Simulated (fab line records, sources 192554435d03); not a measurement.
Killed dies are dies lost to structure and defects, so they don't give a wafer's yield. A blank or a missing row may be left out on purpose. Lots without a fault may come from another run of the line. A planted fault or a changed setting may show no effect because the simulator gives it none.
Which tool did it? | flow n5_finfet | 10 lots, 30 wafers sampled, at 7 steps of a route of 1938

WHAT THE GAUGES READ, wafer by wafer
N5_BEOL_M8_INSPECT_58: inspects for defects (darkfield). Usual: raw_defect_count 71, standard deviation 22.
lot  | measured     | on                | raw_defect_count | flag
L263 | day 9 23:49  | defect_inspect-02 | 46 65 66         |
L264 | day 10 11:45 | defect_inspect-01 | 49 71 66         |
L265 | day 10 19:25 | defect_inspect-01 | 66 59 78         |
L266 | day 11 00:06 | defect_inspect-02 | 69 64 112        |
L268 | day 11 09:08 | defect_inspect-01 | 61 78 54         |
L271 | day 11 22:58 | defect_inspect-01 | 51 447 51        | OFF
L273 | day 12 23:41 | defect_inspect-02 | 69 473 84        | OFF
L275 | day 13 10:17 | defect_inspect-02 | 96 111 118       |
L281 | day 14 19:59 | defect_inspect-02 | 114 78 68        |
L285 | day 16 01:16 | defect_inspect-01 | 64 59 71         |

N5_BEOL_M9_INSPECT_13: inspects for defects (brightfield). Usual: raw_defect_count 395, standard deviation 78.
lot  | measured     | on                | raw_defect_count | flag
L263 | day 10 01:07 | defect_inspect-02 | 371 368 508      |
L264 | day 10 13:23 | defect_inspect-01 | 370 348 360      |
L265 | day 10 20:43 | defect_inspect-01 | 391 349 390      |
L266 | day 11 01:32 | defect_inspect-01 | 328 290 416      |
L268 | day 11 13:32 | defect_inspect-01 | 406 294 309      |
L271 | day 12 02:35 | defect_inspect-01 | 387 760 324      |
L273 | day 13 02:23 | defect_inspect-02 | 330 743 359      |
L275 | day 13 14:47 | defect_inspect-01 | 468 451 548      |
L281 | day 14 21:17 | defect_inspect-01 | 394 532 449      |
L285 | day 16 03:04 | defect_inspect-01 | 387 338 257      |

N5_BEOL_M9_INSPECT_30: inspects for defects (brightfield). Usual: raw_defect_count 399, standard deviation 82.
lot  | measured     | on                | raw_defect_count | flag
L263 | day 10 02:07 | defect_inspect-02 | 362 395 527      |
L264 | day 10 14:18 | defect_inspect-01 | 384 362 352      |
L265 | day 10 21:35 | defect_inspect-01 | 383 355 374      |
L266 | day 11 03:05 | defect_inspect-02 | 333 303 458      |
L268 | day 11 18:30 | defect_inspect-01 | 378 292 331      |
L271 | day 12 04:41 | defect_inspect-01 | 393 789 344      |
L273 | day 13 03:35 | defect_inspect-02 | 326 749 345      |
L275 | day 13 17:29 | defect_inspect-02 | 538 500 565      |
L281 | day 14 22:20 | defect_inspect-02 | 418 547 500      |
L285 | day 16 05:23 | defect_inspect-01 | 386 321 276      |

WHICH TOOL RAN EACH LOT (tool, then ch and the chambers of the sampled wafers, then the start)
lot  | N5_BEOL_M8_CURE_75            | N5_BEOL_M8_ANNEAL_51             | N5_BEOL_M8_DEP_56               | N5_BEOL_M9_PECVD_70
L263 | uv_cure-03 ch 0, day 9 17:44  | rtp_anneal-01 ch 0, day 9 23:01  | pecvd-01 ch 1, day 9 23:42      | pecvd-03 ch 0,1, day 10 00:29
L264 | uv_cure-01 ch 2, day 10 05:14 | rtp_anneal-01 ch 0, day 10 11:00 | pecvd-01 ch 0,2, day 10 11:38   | pecvd-04 ch 0,1, day 10 12:25
L265 | uv_cure-02 ch 2, day 10 12:42 | rtp_anneal-01 ch 0, day 10 18:46 | pecvd-01 ch 1,2, day 10 19:19   | pecvd-04 ch 0,1, day 10 20:06
L266 | uv_cure-02 ch 0, day 10 18:07 | rtp_anneal-01 ch 0, day 10 23:22 | pecvd-03 ch 0,1, day 10 23:59   | pecvd-03 ch 0, day 11 00:47
L268 | uv_cure-03 ch 1, day 11 05:52 | rtp_anneal-01 ch 0, day 11 08:23 | pecvd-02 ch 1,2, day 11 09:02   | pecvd-01 ch 1,2, day 11 09:47
L271 | uv_cure-01 ch 2, day 11 19:50 | rtp_anneal-01 ch 0, day 11 22:19 | pecvd-01 ch 0,1, day 11 22:52   | pecvd-03 ch 0,1, day 11 23:45
L273 | uv_cure-02 ch 1, day 12 20:13 | rtp_anneal-02 ch 0, day 12 22:58 | pecvd-01 ch 0,1,2, day 12 23:35 | pecvd-03 ch 1,2, day 13 00:21
L275 | uv_cure-01 ch 0, day 13 06:20 | rtp_anneal-02 ch 0, day 13 09:32 | pecvd-03 ch 0,2, day 13 10:11   | pecvd-01 ch 0,1,2, day 13 10:57
L281 | uv_cure-02 ch 1, day 14 17:32 | rtp_anneal-01 ch 0, day 14 19:14 | pecvd-02 ch 0,1, day 14 19:54   | pecvd-03 ch 2, day 14 20:40
L285 | uv_cure-02 ch 2, day 15 22:10 | rtp_anneal-02 ch 0, day 16 00:30 | pecvd-03 ch 0,1,2, day 16 01:10 | pecvd-01 ch 0,2, day 16 01:56
- N5_BEOL_M8_CURE_75: cures SiCOH lowk, time 120 s.
- N5_BEOL_M8_ANNEAL_51: time 90 s.
- N5_BEOL_M8_DEP_56: deposits SiCN from 3MS/NH3, target thk 10 nm, time 17.5 s.
- N5_BEOL_M9_PECVD_70: deposits SiO2 from TEOS/O2, target thk 20 nm, time 22.7 s.

WHAT THE TOOLS THEMSELVES READ (means of the sampled wafers that have a number; where no wafer has one, the mark that the record gives instead)
N5_BEOL_M8_CURE_75. Usual: lamp_power_pct 52.30 %, standard deviation 0.054; wafer_temp_C_max 372.2, standard deviation 0.88.
lot  | tool       | lamp_power_pct (%) | wafer_temp_C_max | flag
L263 | uv_cure-03 | 52.27              | 372.8            |
L264 | uv_cure-01 | 52.32              | 371.9            |
L265 | uv_cure-02 | 52.36              | 373.6            |
L266 | uv_cure-02 | 52.30              | 371.6            |
L268 | uv_cure-03 | 52.29              | 372.0            |
L271 | uv_cure-01 | 52.35              | 372.0            |
L273 | uv_cure-02 | 52.34              | 371.7            |
L275 | uv_cure-01 | 52.24              | 371.8            |
L281 | uv_cure-02 | 52.27              | 371.0            |
L285 | uv_cure-02 | 52.25              | 373.4            |

N5_BEOL_M8_ANNEAL_51. Usual: wafer_temp_C_max 225.7, standard deviation 0.3.
lot  | tool          | wafer_temp_C_max | flag
L263 | rtp_anneal-01 | 225.3            |
L264 | rtp_anneal-01 | 225.5            |
L265 | rtp_anneal-01 | 225.6            |
L266 | rtp_anneal-01 | 225.5            |
L268 | rtp_anneal-01 | 225.4            |
L271 | rtp_anneal-01 | 225.4            |
L273 | rtp_anneal-02 | 226.1            |
L275 | rtp_anneal-02 | 226.3            |
L281 | rtp_anneal-01 | 225.5            |
L285 | rtp_anneal-02 | 226.1            |

N5_BEOL_M8_DEP_56. Usual: rf_fwd_power_W 199.5 W, standard deviation 0.94; showerhead_plenum_p_Torr 3.661 Torr, standard deviation 0.017; throttle_valve_pct 8.9 %, standard deviation 0.54.
lot  | tool     | rf_fwd_power_W (W) | showerhead_plenum_p_Torr (Torr) | throttle_valve_pct (%) | flag
L263 | pecvd-01 | 198.9              | 3.650                           | 8.8                    |
L264 | pecvd-01 | 199.5              | 3.655                           | 8.5                    |
L265 | pecvd-01 | 200.2              | 3.647                           | 8.6                    |
L266 | pecvd-03 | 199.5              | 3.688                           | 9.5                    |
L268 | pecvd-02 | 199.1              | 3.651                           | 9.1                    |
L271 | pecvd-01 | 198.6              | 3.643                           | 8.5                    |
L273 | pecvd-01 | 199.2              | 3.655                           | 8.5                    |
L275 | pecvd-03 | 200.5              | 3.660                           | 9.3                    |
L281 | pecvd-02 | 200.4              | 3.670                           | 9.2                    |
L285 | pecvd-03 | 199.5              | 3.675                           | 9.1                    |

N5_BEOL_M9_PECVD_70. Usual: heater_power_w 689 W, standard deviation 77; rf_fwd_power_W 445.6 W, standard deviation 2.1; showerhead_plenum_p_Torr 8.78 Torr, standard deviation 0.07; throttle_valve_pct 21.7 %, standard deviation 1.3.
lot  | tool     | heater_power_w (W) | rf_fwd_power_W (W) | showerhead_plenum_p_Torr (Torr) | throttle_valve_pct (%) | flag
L263 | pecvd-03 | 610                | 444.8              | 8.86                            | 22.0                   |
L264 | pecvd-04 | 711                | 446.0              | 8.81                            | 22.6                   |
L265 | pecvd-04 | 678                | 445.5              | 8.80                            | 21.6                   |
L266 | pecvd-03 | 717                | 446.9              | 8.88                            | 24.4                   |
L268 | pecvd-01 | 775                | 443.9              | 8.71                            | 21.3                   |
L271 | pecvd-03 | 688                | 445.8              | 8.87                            | 22.2                   |
L273 | pecvd-03 | 636                | 445.3              | 8.82                            | 21.3                   |
L275 | pecvd-01 | 746                | 445.6              | 8.73                            | 20.9                   |
L281 | pecvd-03 | 629                | 447.2              | 8.73                            | 21.9                   |
L285 | pecvd-01 | 735                | 444.9              | 8.74                            | 20.9                   |

THE ANSWER, worked out from the rows above alone
Rule: a lot is off if the mean of its wafers that have a number lies more than 3 standard deviations from the usual mean. A lot without any number at a reading at which 4 lots or more have one is off too. The other lots that the step has rows for count as sound. The gauges are gone through in route order, then the tools' own readings, and for those a lot's mean is taken as printed above. The first step at which some lot is off is used, and at that step the reading that is off furthest; a lot without a number counts as furthest.
Off: L271, L273, at N5_BEOL_M8_INSPECT_58 (raw_defect_count).
A tool fits if, at a process step before that reading, it ran every lot that is off, and no sound lot after the first of them. The gauges at N5_BEOL_M8_INSPECT_58 are tried like those tools. One fits: pecvd-01 at N5_BEOL_M8_DEP_56. Its last sound lot is L265 (day 10 19:19), its first lot that is off L271 (day 11 22:52): a fault that began between those two fits.

WHAT THE SIMULATOR HAD PUT IN
Chamber particle source: pecvd-01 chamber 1, from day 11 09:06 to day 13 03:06, at N5_BEOL_M8_DEP_56. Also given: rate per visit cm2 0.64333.
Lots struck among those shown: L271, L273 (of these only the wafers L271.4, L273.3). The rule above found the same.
